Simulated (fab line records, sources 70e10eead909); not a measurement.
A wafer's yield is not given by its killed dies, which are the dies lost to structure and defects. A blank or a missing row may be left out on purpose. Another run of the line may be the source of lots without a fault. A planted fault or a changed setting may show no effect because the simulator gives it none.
A single fault, viewed from 2 desks || flow nand_harc || every desk sees just its own numbers, and what lay behind them comes last

== AT THE TOOL OWNER'S DESK: rie_si-03 ==
The tool's own readings at NHARC_A_ZERO_WELL_ETCH_13 (etches the open film in HBr/Cl2, target depth 120 nm, time 40.1 s): means of the sampled wafers that have a number, for each lot that ran on this tool. Any lot whose mean is over 4 standard deviations away from the usual mean is out of limits and marked OUT; that distance is given in the brackets.
Columns: A = drypump_motor_current_A at NHARC_A_ZERO_WELL_ETCH_13, usual 5.6 A; B = oes_product_au at NHARC_A_ZERO_WELL_ETCH_13, usual 1.003 a.u.; C = rf_fwd_power_W at NHARC_A_ZERO_WELL_ETCH_13, usual 395.4 W; D = throttle_valve_pct at NHARC_A_ZERO_WELL_ETCH_13, usual 26.406 %
{"lot": "L384", "first seen here": "day 6 23:12", "A": 6.2, "B": 1.005, "C": 395.0, "D": 26.405}
{"lot": "L393", "first seen here": "day 8 16:26", "A": 6.3, "B": 1.018, "C": 396.0, "D": 26.404}
{"lot": "L396", "first seen here": "day 9 15:55", "A": 5.9, "B": 1.008, "C": 395.5, "D": 26.415}
{"lot": "L402", "first seen here": "day 10 22:45", "A": 6.2, "B": "0.908 (-9.7) OUT", "C": 395.0, "D": 26.404}
Finding of this desk: L402 out of limits; the first was L402 at day 10 22:45, on oes_product_au at NHARC_A_ZERO_WELL_ETCH_13. In limits: L384, L393, L396.

== THE METROLOGY DESK ==
What the gauges read for every lot (on any tool): the sampled wafers with a number, averaged. Any lot whose mean is over 4 standard deviations away from the usual mean is out of limits and marked OUT; that distance is given in the brackets.
Columns: A = overlay_x_nm at NHARC_P_BONDPAD_OVL_MEAS_38, usual -1 nm; B = overlay_y_nm at NHARC_P_BONDPAD_OVL_MEAS_38, usual 1 nm
{"lot": "L385", "first seen here": "day 6 15:55", "A": 4, "B": 2}
{"lot": "L384", "first seen here": "day 6 18:48", "A": -2, "B": -15}
{"lot": "L388", "first seen here": "day 7 09:32", "A": -16, "B": -2}
{"lot": "L387", "first seen here": "day 7 10:35", "A": 5, "B": 13}
{"lot": "L391", "first seen here": "day 8 11:26", "A": -6, "B": 0}
{"lot": "L393", "first seen here": "day 8 12:01", "A": 9, "B": 4}
{"lot": "L394", "first seen here": "day 9 09:32", "A": 11, "B": 14}
{"lot": "L396", "first seen here": "day 9 11:31", "A": -6, "B": 7}
{"lot": "L402", "first seen here": "day 10 18:24", "A": -9, "B": 0}
{"lot": "L405", "first seen here": "day 11 08:54", "A": -8, "B": 9}
{"lot": "L404", "first seen here": "day 11 09:15", "A": 4, "B": -3}
{"lot": "L406", "first seen here": "day 12 05:22", "A": -3, "B": -2}
This desk found nothing out of limits on any of the 12 lots.

== TAKEN TOGETHER ==
At day 10 22:45, on L402, the tool owner's desk was in a position to raise an alarm.
The metrology desk saw nothing out of limits.
The metrology desk has L402 on record, within its limits.
The lots listed all ran NHARC_A_ZERO_WELL_ETCH_13 on rie_si-03.

== WHAT HAD BEEN PUT IN BY THE SIMULATOR ==
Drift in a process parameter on rie_si-03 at NHARC_A_ZERO_WELL_ETCH_13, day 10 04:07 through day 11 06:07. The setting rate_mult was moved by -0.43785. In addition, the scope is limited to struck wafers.
Shown lots that were struck: L402.
Each desk's first reading out of limits, in hours after the fault started: the tool owner's desk, 19.
